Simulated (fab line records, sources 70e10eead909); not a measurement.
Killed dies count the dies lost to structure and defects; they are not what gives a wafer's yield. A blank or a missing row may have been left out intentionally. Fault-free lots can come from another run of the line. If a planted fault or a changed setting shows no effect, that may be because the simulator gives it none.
A struck lot beside a sound one | flow nandHarc | 15 steps out of a route of 1302
Sound: wafers L233.2, L233.3, L233.6. Struck: wafer L242.5; the same lot's L242.6 was not struck, so it is left out; see the end for the cause.
Per side, at each step with rows, come the tool, then ch with its chambers, and then its first start. Under that, the readings that differ: sound wafers | struck wafers | difference of the means | sigmas: that difference in standard deviations of wafers without a fault.
alike: readings with means less than 2 such deviations apart, plus words and numbers identical on both sides. not compared: withheld readings, readings lacking a value on some wafer, bounds such as >300 that could conceal the same value, and numbers that have no deviation in the record and whose values overlap.
A row with sigmas, a row that says differs or no value, or rows on one side alone: a step with any of these is where the two part. When numbers do not overlap yet have no deviation, they are printed without sigmas and do not part them. A reading that every wafer of one side lacks parts them only if that side has two wafers or more.

first, 8 steps without rows for these wafers: NHARC_A_M0_HMDS_02 (time 30 s); NHARC_A_M0_COAT_33 (time 65 s); NHARC_A_M0_COAT_03 (resist thk 90 nm); NHARC_A_M0_SOFTBAKE_04 (time 55 s); NHARC_A_M0_EBR_05; NHARC_A_M0_EXPOSE_06 (exposes mask A M0, target cd 80 nm); NHARC_A_M0_PEB_07 (peb time 65 s); NHARC_A_M0_DEVELOP_08 (develop time 35 s).
NHARC_A_M0_CD_MEAS_09: target cd 80 nm.
  sound on cdSem-01 ch 0, day 24 01:18; struck on cdSem-03 ch 0, day 27 17:29
  alike: cdNm
NHARC_A_M0_OVL_MEAS_10: pitch 160 nm.
  sound: overlay-02 at day 24 01:23; struck: overlay-02 at day 27 17:34
  alike: overlayXNm, overlayYNm
NHARC_A_M0_INSPECT_11:
  sound: defectInspect-02 at day 24 01:25; struck: defectInspect-01 at day 27 17:37
  alike: rawDefectCount
NHARC_A_M0_DESCUM_14: chemistry O2, time 3 s.
  sound on rieDiel-04 ch 2,3, day 24 01:29; struck on rieDiel-04 ch 2, day 27 17:43
  alike: drypumpMotorCurrentA, oesProductAu, rfVppV, showerheadPlenumPTorr, throttleValvePct
  not compared: rfHoursCounterH
NHARC_A_M0_ETCH_34: etches the open film in N2/H2, target depth 40 nm, overetch 12 nm, time 43.94 s.
  sound on rieDiel-04 ch 0,1,2, day 24 01:35; struck on rieDiel-04 ch 3, day 27 17:47
reading        | sound          | struck | difference | sigmas
runLengthS (s) | 66.1 65.6 65.7 | 53.8   | -12.0      | -29
  alike: drypumpMotorCurrentA, n2FlowSccm, oesProductAu, rfVppV, showerheadPlenumPTorr, throttleValvePct
  not compared: rfHoursCounterH
NHARC_A_M0_ETCH_15: etches the open film in C4F8/Ar, target depth 150 nm, overetch 15 nm, time 82.5 s.
  sound: rieDiel-04 ch 0,1,3; struck: rieDiel-04 ch 2
  alike: oesProductAu, rfVppV, runLengthS
  not compared: rfHoursCounterH
NHARC_END_SORT_01:
  sound on prober-01 ch 0, day 25 17:44; struck on prober-02 ch 0, day 29 15:29
  alike: defectLimitedYield, killedAtArray, killedAtOther, killedAtPeriphery, killedDies, killedOpen, killedShort

== WHERE THEY PART ==
Within this record, at NHARC_A_M0_ETCH_34 only. Later steps at which nothing parts them and some readings are alike: NHARC_A_M0_ETCH_15, NHARC_END_SORT_01.

WHY: what had been put in by the simulator
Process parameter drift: rieDiel-04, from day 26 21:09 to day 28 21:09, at NHARC_A_M0_ETCH_34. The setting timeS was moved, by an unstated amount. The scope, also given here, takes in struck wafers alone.
